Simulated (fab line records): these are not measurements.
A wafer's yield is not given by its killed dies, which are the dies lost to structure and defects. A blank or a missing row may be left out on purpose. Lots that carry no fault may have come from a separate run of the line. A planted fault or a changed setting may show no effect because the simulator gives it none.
fab line records	flow nandHarc
[record] lots = 11	wafers = 33	lastDay = 33
route steps=1302 shown P_ZERO_WELL@17 END@1302
lots untouched by any fault: they come from a run of this same line in which no faults occurred
startH: hours from the record's first day to the start of the lot's first wafer shown	waitH: hours from the lot's prior step to this one	" identical to the entry in the row above	L1.1+2: a row that stands for several wafers	- no value, or no start was given	* or withheld: withheld	< > ~ a bound
route shown NAME@n: names a module that has steps shown in the file, with the first one's number in the route	usual: the fault-free wafers' mean and standard deviation	same: alike in all rows	chamber/n: place in a boat	sites: per-site readings	_std_site: how widely they spread, as a standard deviation	_edge_site: the outer-site mean with the inner-site mean subtracted	radiusMm: how far each site lies from the wafer's centre	mask NAME#n: copy n	behind: the most recent tool/chamber to have shaped the wafer	hold: cause of the lot's hold/its duration in hours/its outcome	device: transistor that didn't switch, given as n, p or np	end of line: the tests these same wafers got at the end of their route	for a step that has no rows: nothing shown but its recipe	killed: at the first sort, the dies lost to defects and structure; wafer yield is something else	map: a wafer's dies, x killed, . not, _ none there
set.NAME: setting as actually run; set.NAME@STEP: the setting as run at that earlier step	model.NAME: the simulator's own value behind a step, which no gauge read
a sample of lots followed through the steps of the route, with each step as a table and each wafer as a row
services: the hour from which a tool's chamber was out of use, counted from the record's first day as startH (under 0 if before that day), plus the number of hours and why
[[steps]]
[step NHARC_P_ZERO_WELL_ETCH_65]
[recipe] targetDepthA = 800	overetchA = 240	timeS = 87.88	ionEnergyEv = 200	n2FlowSccm = 150	h2FlowSccm = 150	arFlowSccm = 0	rfW = 400	biasW = 150	chemistry = N2/H2
[usual] drypumpMotorCurrentA = 5.7/0.44	oesProductAu = 1.004/0.013	rfVppV = 430/3.2	showerheadPlenumPTorr = 2.03/0.11	throttleValvePct = 14.170/0.0086
lot.wafer	tool	chamber	startH	waitH	drypumpMotorCurrentA	oesProductAu	rfHoursCounterH	rfVppV	showerheadPlenumPTorr	throttleValvePct
L696.4	rieDiel-01	0	21.53	0.1	4.7	1.005	49	432	2.08	14.164
L696.3	"	3	"	"	5.7	1.007	51	425	1.88	14.177
L696.5	"	1	"	"	6.1	0.996	-	431	2.05	14.182
L697.4	rieDiel-02	0	31.49	0.1	6.1	1.029	54	429	2.02	14.170
L697.3	"	1	"	"	6.3	1.017	55	434	2.09	14.169
L697.6	"	2	"	"	6.1	1.014	-	428	1.96	14.165
L698.1	rieDiel-01	2	41.53	0.1	5.9	0.980	1	426	1.89	14.159
L698.2	"	3	"	"	5.6	1.000	3	436	2.22	14.169
L698.5	"	0	"	"	4.7	1.007	-	432	2.08	14.171
L700.3	rieDiel-02	2	61.57	0.1	6.1	1.019	8	429	1.95	14.168
L700.1	"	3	"	"	5.5	1.005	5	427	1.90	14.171
L700.6	"	2	"	"	6.1	1.017	-	427	1.95	14.177
L710.3	rieDiel-01	2	161.61	0.1	5.9	0.978	39	426	1.88	14.176
L710.2	"	3	"	"	5.6	0.990	35	434	2.21	14.166
L710.6	"	1	"	"	6.1	1.003	-	429	2.03	14.179
L713.1	rieDiel-01	3	191.61	0.1	5.6	1.000	42	436	2.20	14.165
L713.5	"	3	"	"	5.6	0.984	-	435	2.20	14.160
L713.6	"	0	"	"	4.7	1.016	-	431	2.06	14.176
L714.2	rieDiel-10	1	201.49	0.1	5.8	1.017	40	431	2.08	14.178
L714.5	"	0	"	"	5.4	1.019	-	424	1.87	14.178
L714.6	"	1	"	"	5.8	1.026	-	431	2.08	14.163
L716.2	rieDiel-10	2	221.50	0.1	5.4	1.027	50	425	1.90	14.169
L716.6	"	3	"	"	5.9	0.993	-	432	2.13	14.162
L716.5	"	0	"	"	5.4	1.010	-	427	1.87	14.173
L717.1	rieDiel-10	1	231.65	0.1	5.7	1.021	51	429	2.07	14.192
L717.2	"	2	"	"	5.4	1.026	52	426	1.90	14.159
L717.4	"	0	"	"	5.5	1.031	-	426	1.87	14.166
L718.2	rieDiel-01	3	241.50	0.1	5.6	1.003	12	435	2.20	14.176
L718.4	"	0	"	"	4.7	0.995	12	431	2.06	14.171
L718.6	"	0	"	"	4.7	0.991	-	431	2.06	14.153
L719.4	rieDiel-01	3	251.49	0.1	5.7	1.006	17	433	2.20	14.165
L719.3	"	2	"	"	5.9	0.989	16	436	2.21	14.171
L719.5	"	0	"	"	4.7	1.000	-	430	2.06	14.174
[step NHARC_P_ZERO_WELL_DESCUM_26]
[recipe] timeS = 3	o2FlowSccm = 200	arFlowSccm = 0	biasPowerW = 0	chemistry = O2
[usual] drypumpMotorCurrentA = 5.8/0.42	oesProductAu = 1.003/0.013	rfVppV = 57.7/0.93	showerheadPlenumPTorr = 1.89/0.094	throttleValvePct = 11.311/0.009
lot.wafer	tool	chamber	startH	waitH	drypumpMotorCurrentA	oesProductAu	rfHoursCounterH	rfVppV	showerheadPlenumPTorr	throttleValvePct
L696.4	rieDiel-01	0	22.79	-	4.8	1.007	49	59.1	1.95	11.323
L696.3	"	3	"	"	5.6	0.998	51	56.7	1.77	11.328
L696.5	"	1	"	"	6.1	1.008	-	58.4	1.92	11.297
L697.3	rieDiel-02	2	32.84	-	6.1	1.013	59	57.4	1.84	11.305
L697.4	"	0	"	"	6.1	1.009	55	57.1	1.90	11.312
L697.6	"	3	"	"	5.6	0.981	-	56.8	1.79	11.311
L698.1	rieDiel-01	1	42.82	-	6.1	0.998	1	55.9	1.92	11.304
L698.2	"	3	"	"	5.6	1.001	3	59.3	2.08	11.321
L698.5	"	2	"	"	5.9	0.986	-	57.6	1.77	11.303
L700.3	rieDiel-02	3	62.80	-	5.6	1.005	5	57.3	1.78	11.323
L700.1	"	1	"	"	6.2	0.996	9	57.9	1.95	11.312
L700.6	"	2	"	"	6.1	1.010	-	56.3	1.83	11.310
L710.3	rieDiel-01	1	162.94	-	6.1	1.008	41	57.5	1.91	11.305
L710.2	"	2	"	"	5.8	0.971	39	56.4	1.76	11.296
L710.6	"	0	"	"	4.8	1.001	-	58.0	1.94	11.313
L713.1	rieDiel-01	3	192.88	-	5.6	0.989	42	59.4	2.06	11.318
L713.5	"	2	"	"	5.9	0.977	-	58.3	1.76	11.320
L713.6	"	3	"	"	5.6	1.001	-	59.4	2.06	11.306
L714.2	rieDiel-10	0	202.67	-	5.4	1.026	41	56.2	1.76	11.303
L714.6	"	1	"	"	5.7	1.024	-	56.5	1.95	11.310
L714.5	"	2	"	"	5.4	1.018	-	57.7	1.79	11.318
L716.2	rieDiel-10	0	222.77	-	5.4	1.018	49	56.8	1.76	11.298
L716.5	"	2	"	"	5.4	1.018	-	55.4	1.79	11.309
L716.6	"	0	"	"	5.4	1.024	-	57.7	1.76	11.311
L717.1	rieDiel-02	3	232.99	-	5.5	1.004	1	58.6	2.08	11.308
L717.4	"	0	"	"	6.1	0.989	1	57.4	1.88	11.313
L717.2	"	1	"	"	6.2	1.016	1	58.0	1.94	11.312
L718.2	rieDiel-02	2	242.79	-	6.1	1.009	6	57.7	1.82	11.284
L718.4	"	0	"	"	6.1	0.983	4	56.6	1.88	11.334
L718.6	"	3	"	"	5.5	0.990	-	58.5	2.07	11.313
L719.4	rieDiel-01	1	252.76	-	6.1	1.021	14	57.5	1.90	11.314
L719.3	"	3	"	"	5.6	1.010	17	58.3	2.06	11.322
L719.5	"	0	"	"	4.8	1.008	-	59.1	1.93	11.311
[step NHARC_P_ZERO_WELL_EXPOSE_34]
[recipe] na = 0.6	targetCdNm = 720	doseMj = 22.31	maskId = P_PWELL
[usual] reticleTempC = 23.01/0.1
lot.wafer	tool	chamber	startH	waitH	mask	reticleTempC
L696.3	krfScanner-02	0	24.12	-	P_PWELL#0	23.11
L696.4	"	0	"	"	P_PWELL#0	23.11
L696.5	"	0	"	"	P_PWELL#0	22.99
L697.3	krfScanner-02	0	34.05	-	P_PWELL#0	23.15
L697.4	"	0	"	"	P_PWELL#0	23.03
L697.6	"	0	"	"	P_PWELL#0	23.09
L698.1	krfScanner-04	0	44.16	-	P_PWELL#0	22.95
L698.2	"	0	"	"	P_PWELL#0	23.03
L698.5	"	0	"	"	P_PWELL#0	23.01
L700.1	krfScanner-02	0	64.05	-	P_NWELL#0	22.97
L700.3	"	0	"	"	P_NWELL#0	23.03
L700.6	"	0	"	"	P_NWELL#0	22.90
L710.2	krfScanner-02	0	164.11	-	P_PWELL#0	23.12
L710.3	"	0	"	"	P_PWELL#0	23.03
L710.6	"	0	"	"	P_PWELL#0	23.09
L713.1	krfScanner-02	0	194.20	-	P_PWELL#0	22.96
L713.5	"	0	"	"	P_PWELL#0	22.96
L713.6	"	0	"	"	P_PWELL#0	22.94
L714.2	krfScanner-03	0	203.95	-	P_PWELL#0	23.00
L714.5	"	0	"	"	P_PWELL#0	23.06
L714.6	"	0	"	"	P_PWELL#0	23.04
L716.2	krfScanner-03	0	228.01	-	P_PWELL#0	23.05
L716.5	"	0	"	"	P_PWELL#0	23.15
L716.6	"	0	"	"	P_PWELL#0	22.91
L717.1	krfScanner-04	0	234.35	-	P_PWELL#0	22.97
L717.2	"	0	"	"	P_PWELL#0	23.00
L717.4	"	0	"	"	P_PWELL#0	22.99
L718.2	krfScanner-03	0	244.12	-	P_PWELL#0	22.90
L718.4	"	0	"	"	P_PWELL#0	22.80
L718.6	"	0	"	"	P_PWELL#0	22.91
L719.3	krfScanner-02	0	254.09	-	P_PWELL#0	22.98
L719.4	"	0	"	"	P_PWELL#0	22.97
L719.5	"	0	"	"	P_PWELL#0	22.99
[step NHARC_P_ZERO_WELL_CD_MEAS_37]
[recipe] targetCdNm = 720	landingEnergyEv = 500
[usual] cdNm = 718.9/2.6
lot.wafer	tool	chamber	startH	waitH	cdNm
L696.3	cdSem-02	0	24.27	-	717.3
L696.4	"	0	"	"	715.3
L696.5	"	0	"	"	720.3
L697.3	cdSem-02	0	34.20	-	717.3
L697.4	"	0	"	"	714.7
L697.6	"	0	"	"	715.0
L698.1	cdSem-02	0	44.31	-	716.4
L698.2	"	0	"	"	720.3
L698.5	"	0	"	"	720.8
L700.1	cdSem-02	0	64.21	-	-
L700.3	"	0	"	"	-
L700.6	"	0	"	"	-
L710.2	cdSem-01	0	164.27	-	720.0
L710.3	"	0	"	"	715.9
L710.6	"	0	"	"	716.2
L713.1	cdSem-01	0	194.35	-	725.5
L713.5	"	0	"	"	720.2
L713.6	"	0	"	"	717.8
L714.2	cdSem-02	0	204.11	-	719.9
L714.5	"	0	"	"	717.5
L714.6	"	0	"	"	715.5
L716.2	cdSem-03	0	228.16	-	719.0
L716.5	"	0	"	"	718.0
L716.6	"	0	"	"	718.6
L717.1	cdSem-01	0	234.51	-	719.9
L717.2	"	0	"	"	717.8
L717.4	"	0	"	"	720.8
L718.2	cdSem-02	0	244.27	-	719.2
L718.4	"	0	"	"	720.2
L718.6	"	0	"	"	721.2
L719.3	cdSem-02	0	254.24	-	722.7
L719.4	"	0	"	"	719.1
L719.5	"	0	"	"	722.2
[step NHARC_P_ZERO_WELL_DESCUM_39]
[recipe] timeS = 3	o2FlowSccm = 200	arFlowSccm = 0	biasPowerW = 0	chemistry = O2
[usual] drypumpMotorCurrentA = 5.8/0.4	oesProductAu = 1.004/0.012	rfVppV = 57.8/0.89	showerheadPlenumPTorr = 1.90/0.099	throttleValvePct = 11.311/0.0088
lot.wafer	tool	chamber	startH	waitH	drypumpMotorCurrentA	oesProductAu	rfHoursCounterH	rfVppV	showerheadPlenumPTorr	throttleValvePct
L696.3	rieDiel-10	1	24.50	-	5.8	1.004	38	58.5	1.97	11.295
L696.4	"	3	"	"	5.9	0.989	31	58.0	2.02	11.313
L696.5	"	1	"	"	5.7	1.018	-	57.3	1.97	11.321
L697.3	rieDiel-02	2	34.36	-	6.1	1.009	60	58.1	1.84	11.324
L697.4	"	0	"	"	6.1	1.009	56	56.4	1.90	11.300
L697.6	"	2	"	"	6.1	1.016	-	55.6	1.84	11.306
L698.2	rieDiel-10	1	44.50	-	5.7	1.005	47	57.5	1.96	11.294
L698.1	"	2	"	"	5.4	1.018	45	57.6	1.81	11.300
L698.5	"	0	"	"	5.5	0.989	-	57.7	1.78	11.304
L700.1	rieDiel-10	2	64.38	-	5.4	1.021	51	56.1	1.80	11.301
L700.3	"	0	"	"	5.4	1.002	50	57.2	1.77	11.311
L700.6	"	2	"	"	5.4	1.016	-	56.2	1.80	11.304
L710.3	rieDiel-10	3	164.44	-	5.9	1.007	35	55.9	2.00	11.348
L710.2	"	0	"	"	5.4	1.013	30	59.6	1.76	11.320
L710.6	"	2	"	"	5.4	1.006	-	58.5	1.79	11.312
L713.1	rieDiel-02	2	194.51	-	6.1	1.013	51	57.6	1.82	11.319
L713.6	"	2	"	"	6.1	1.021	-	58.3	1.82	11.328
L713.5	"	3	"	"	5.5	1.017	-	57.6	1.77	11.314
L714.2	rieDiel-02	1	204.29	-	6.2	1.001	54	57.5	1.94	11.324
L714.5	"	3	"	"	5.5	1.013	-	56.7	1.77	11.305
L714.6	"	0	"	"	6.1	1.008	-	58.0	1.88	11.308
L716.2	rieDiel-01	2	228.33	-	5.8	1.002	6	58.0	2.07	11.313
L716.5	"	1	"	"	6.1	1.025	-	58.3	1.90	11.306
L716.6	"	2	"	"	5.9	1.004	-	58.3	2.07	11.307
L717.4	rieDiel-02	2	234.67	-	6.1	1.013	1	57.6	1.82	11.303
L717.1	"	3	"	"	5.6	1.003	2	58.4	2.08	11.306
L717.2	"	0	"	"	6.1	0.999	1	57.9	1.88	11.297
L718.2	rieDiel-02	2	244.56	-	6.1	1.008	6	56.8	1.82	11.311
L718.4	"	1	"	"	6.2	1.004	6	58.8	1.93	11.314
L718.6	"	3	"	"	5.5	0.999	-	59.5	2.07	11.303
L719.4	rieDiel-01	1	254.39	-	6.1	1.031	14	58.9	1.90	11.320
L719.3	"	3	"	"	5.6	1.014	17	57.8	2.06	11.321
L719.5	"	1	"	"	6.1	1.013	-	58.0	1.90	11.315
[step NHARC_END_SORT_01]
[recipe] tempC = 25
[usual] killedAtArray = 58/22	killedAtOther = 1.0/1.3	killedAtPeriphery = 5/3.4	killedDies = 64/22	killedOpen = 3.6/1.8	killedShort = 2.4/1.7
[same] grossDies = 677
lot.wafer	tool	chamber	startH	waitH	killedAtArray	killedAtOther	killedAtPeriphery	killedDies	killedOpen	killedShort
L700.1	prober-01	0	593.64	2.4	36	4	637	677	5	3
L700.3	prober-01	0	595.25	3.1	28	2	647	677	2	2
L700.6	prober-01	0	597.67	4.0	27	5	645	677	2	3
// killed by level:class
L700.1 P_ZERO_WELL:areaExpose=628 A_STAIRCASE:chamberFilmFlake=11 A_CHANNEL_HOLE_D2:chamberFilmFlake=9 A_BLC:chamberFilmFlake=5 P_CONTACT:chamberFilmFlake=4 THIN_TSV:chamberFilmFlake=4 A_CHANNEL_HOLE_D1:chamberFilmFlake=3 P_STI:chamberFilmFlake=2
L700.3 P_ZERO_WELL:areaExpose=634 P_GATE:chamberFilmFlake=7 A_CHANNEL_HOLE_D2:chamberFilmFlake=7 A_CHANNEL_HOLE_D1:chamberFilmFlake=6 P_CONTACT:chamberFilmFlake=5 A_STAIRCASE:chamberFilmFlake=5 A_CONTACT:chamberFilmFlake=3 A_SLIT:chamberFilmFlake=2
L700.6 P_ZERO_WELL:areaExpose=636 A_STAIRCASE:chamberFilmFlake=9 A_CHANNEL_HOLE_D2:chamberFilmFlake=7 A_CHANNEL_HOLE_D1:chamberFilmFlake=5 THIN_TSV:chamberFilmFlake=5 P_ZERO_WELL:chamberFilmFlake=2 P_GATE:chamberFilmFlake=2 P_CONTACT:chamberFilmFlake=2
[[services]]
tool	chamber	startH	hours	kind
rieDiel-10	3	6.79	13.4	repair
rieDiel-01	-	26.96	9.0	pm
rieDiel-02	-	39.71	9.0	pm
krfScanner-03	-	46.14	5.0	repair
rieDiel-02	3	49.85	4.1	repair
rieDiel-10	2	51.32	7.3	repair
krfScanner-03	-	52.00	4.0	pm
rieDiel-02	0	57.60	10.1	repair
rieDiel-10	-	62.49	1.7	repair
rieDiel-01	3	65.87	24.8	repair
rieDiel-10	-	68.50	9.0	pm
rieDiel-02	3	70.76	20.3	repair
krfScanner-03	-	72.57	5.9	repair
krfScanner-03	-	82.59	2.0	repair
krfScanner-02	-	94.00	4.0	pm
rieDiel-01	1	98.51	6.8	repair
rieDiel-01	3	163.66	8.1	repair
krfScanner-02	-	185.57	1.2	repair
rieDiel-01	-	203.96	9.0	pm
rieDiel-02	1	214.91	6.9	repair
rieDiel-02	-	216.71	9.0	pm
rieDiel-10	3	222.64	34.8	repair
krfScanner-03	-	224.00	4.0	pm
rieDiel-10	-	245.94	9.0	pm
[[key]]
[firstSign] step = NHARC_P_ZERO_WELL_EXPOSE_34	reading = mask	direction = changed
[effect] step = NHARC_P_ZERO_WELL_CD_MEAS_37	reading = cdNm	direction = missing
[effect] step = NHARC_END_SORT_01	reading = killedAtPeriphery	direction = up	sigmas = 99+	usual = 5	struck = 643
[moreKillsBornAt] NHARC_P_ZERO_WELL_EXPOSE_34@krfScanner-02 = 1898
metAt NHARC_P_ZERO_WELL_EXPOSE_34
struckLots L700
laterRowsLeftOut L700.1,L700.3,L700.6
testerLeftOut L700
notActingAt NHARC_P_ZERO_WELL_ETCH_65,NHARC_P_ZERO_WELL_DESCUM_26,NHARC_P_ZERO_WELL_DESCUM_39
onsetBetween 34.05 64.05
[fault] kind = wrongMask	tool = any	chamber = -	onsetH = 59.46	steps = NHARC_P_ZERO_WELL_EXPOSE_34	auxCopy = P_NWELL#0	scope = struckLotsOnly
// testerLeftOut: of these lots the tester's yield and bins aren't shown, on N5 and GAA mostly nor the transistor test; their killed dies are dies lost to structure and defects alone, not to doping, threshold or leakage, so they don't give the yield
// laterRowsLeftOut: the simulator's readings of these wafers behind a module that went badly wrong aren't trusted and aren't shown, but for the sort
